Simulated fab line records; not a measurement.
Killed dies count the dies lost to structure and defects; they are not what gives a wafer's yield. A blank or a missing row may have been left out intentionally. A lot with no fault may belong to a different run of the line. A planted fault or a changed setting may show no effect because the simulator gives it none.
A struck lot beside a sound one + flow n5Finfet + 18 out of 1938 route steps
Sound: these wafers, L261.2, L261.3, L261.6. Struck: wafer L267.5. (L267.1 of the same lot was not struck and is left out.) The cause comes at the end.
For every step that has rows: the tool of each side, followed by ch and its chambers, followed by its first start. Under that, the readings that differ: sound wafers + struck wafers + difference of the means + sigmas: that difference in standard deviations of wafers without a fault.
alike: words and numbers the same on both sides, and readings whose means are apart by under 2 such deviations; not compared: readings that were withheld, readings missing a value for some wafer, numbers with overlapping values and no deviation given by the record, and bounds like >300 which may hide the same value.
The two part at a step that has a row with sigmas, a row that says differs or no value, or rows on one side only. Non-overlapping numbers with no deviation appear without sigmas and do not part them. A reading missing from all wafers of one side parts the sides only when that side holds two or more wafers.

first, 7 steps without rows for these wafers: N5_BEOL_M10_COAT_60 (time 60 s, resist thk 30 nm); N5_BEOL_M10_COAT_05 (resist thk 90 nm); N5_BEOL_M10_EBR_07; N5_BEOL_M10_SOFTBAKE_06 (time 60 s); N5_BEOL_M10_EXPOSE_08 (exposes mask M10); N5_BEOL_M10_PEB_09 (peb time 60 s); N5_BEOL_M10_DEVELOP_10 (develop time 30 s).
N5_BEOL_M10_CD_MEAS_11: the cd target is 64.1 nm.
  sound on cdSem-03 ch 0, day 9 21:06; struck on cdSem-03 ch 0, day 11 18:30
  alike: cdNm
N5_BEOL_M10_OVL_MEAS_12:
  sound on overlay-02 ch 0, day 9 21:08; struck on overlay-02 ch 0, day 11 18:32
  alike: M10_OVL
N5_BEOL_M10_INSPECT_13: inspects for defects (brightfield).
  sound on defectInspect-02 at day 9 21:09; struck on defectInspect-02 at day 11 18:34
  alike: rawDefectCount
N5_BEOL_M10_DESCUM_16: chemistry O2, time 7.9 s.
  sound on rieDiel-03 ch 1,2,3, day 9 21:21; struck on rieDiel-05 ch 3, day 11 18:35
  alike: drypumpMotorCurrentA, oesProductAu, rfVppV, showerheadPlenumPTorr, throttleValvePct
  not compared: rfHoursCounterH
N5_BEOL_M10_ETCH_61: etches SiARC in CF4, target depth 39 nm, time 65 s.
  sound on rieDiel-03 ch 1,2,3, day 9 21:23; struck on rieDiel-05 ch 3, day 11 18:37
  alike: drypumpMotorCurrentA, etchRfOnTimeS, oesProductAu, rfVppV, showerheadPlenumPTorr, throttleValvePct
  not compared: rfHoursCounterH
N5_BEOL_M10_ETCH_62: etches SOC in N2/H2, target depth 110 nm, overetch 22 nm, time 165 s.
  sound on rieDiel-03 ch 1,2,3, day 9 21:26; struck on rieDiel-05 ch 3, day 11 18:40
| reading                                    | sound          | struck | difference | sigmas |
|--------------------------------------------|----------------|--------|------------|--------|
| model.SiARC_of_BEOL_M10_COAT_60.thkNm (nm) | 23.8 23.6 23.6 | 20.8   | -2.9       |        |
| model.BEOL_M10.cdOffsetNm (nm)             | 0 0.2 0.2      | 1.2    | +1.1       |        |
  alike: drypumpMotorCurrentA, oesProductAu, rfVppV, showerheadPlenumPTorr, throttleValvePct
  not compared: rfHoursCounterH
then, 1 step without rows for these wafers: N5_BEOL_M10_STRIP_68 (strips in N2/H2).
N5_BEOL_M10_STRIP_67: strips in CF4.
  sound on rieDiel-03 ch 1,2,3, day 9 21:35; struck on rieDiel-05 ch 3, day 11 18:49
  alike: drypumpMotorCurrentA, oesProductAu, rfVppV, showerheadPlenumPTorr, throttleValvePct
  not compared: rfHoursCounterH
N5_BEOL_M10_HM_OPEN_17: chemistry Cl2/BCl3, target TiN, target depth 20 nm, overetch 6 nm.
  sound on rieMetal-03 ch 1, day 9 21:38; struck on rieMetal-03 ch 1, day 11 18:52
| reading                        | sound     | struck | difference | sigmas |
|--------------------------------|-----------|--------|------------|--------|
| model.BEOL_M10.cdOffsetNm (nm) | 0 0.4 0.4 | 1.2    | +0.9       |        |
  alike: drypumpMotorCurrentA, heBacksideLeakSccm, oes_ar_750_au, oesProductAu, throttleValvePct
  not compared: rfHoursCounterH
N5_BEOL_M10_STRIP_19: strips in O2.
  sound on rieDiel-05 ch 0,2, day 9 21:44; struck on rieDiel-04 ch 1, day 11 18:58
  alike: drypumpMotorCurrentA, oesProductAu, rfVppV, showerheadPlenumPTorr, throttleValvePct
  not compared: rfHoursCounterH
-- record jumps: 2 days separate the struck wafers' starts on either side; left off in module BEOL_M10, taken up again in module PASSIVATION, whose first shown step is the route's number 1936 --
N5_PASSIVATION_PROBE_49:
  sound on prober-02 at day 12 10:04; struck on prober-01 at day 13 22:07
  alike: defectLimitedYield, killed_at_M0_to_M3, killed_at_M4_up, killedAtContacts, killedAtFrontEnd, killedAtOther, killedDies, killedOpen, killedShort, sort_bin_5_function, sort_bin_6_memory, sort_bin_8_speed, sortNPass, sortYieldPct

WHERE THEY PART
Nowhere in this record.

WHY: whatever the simulator had introduced
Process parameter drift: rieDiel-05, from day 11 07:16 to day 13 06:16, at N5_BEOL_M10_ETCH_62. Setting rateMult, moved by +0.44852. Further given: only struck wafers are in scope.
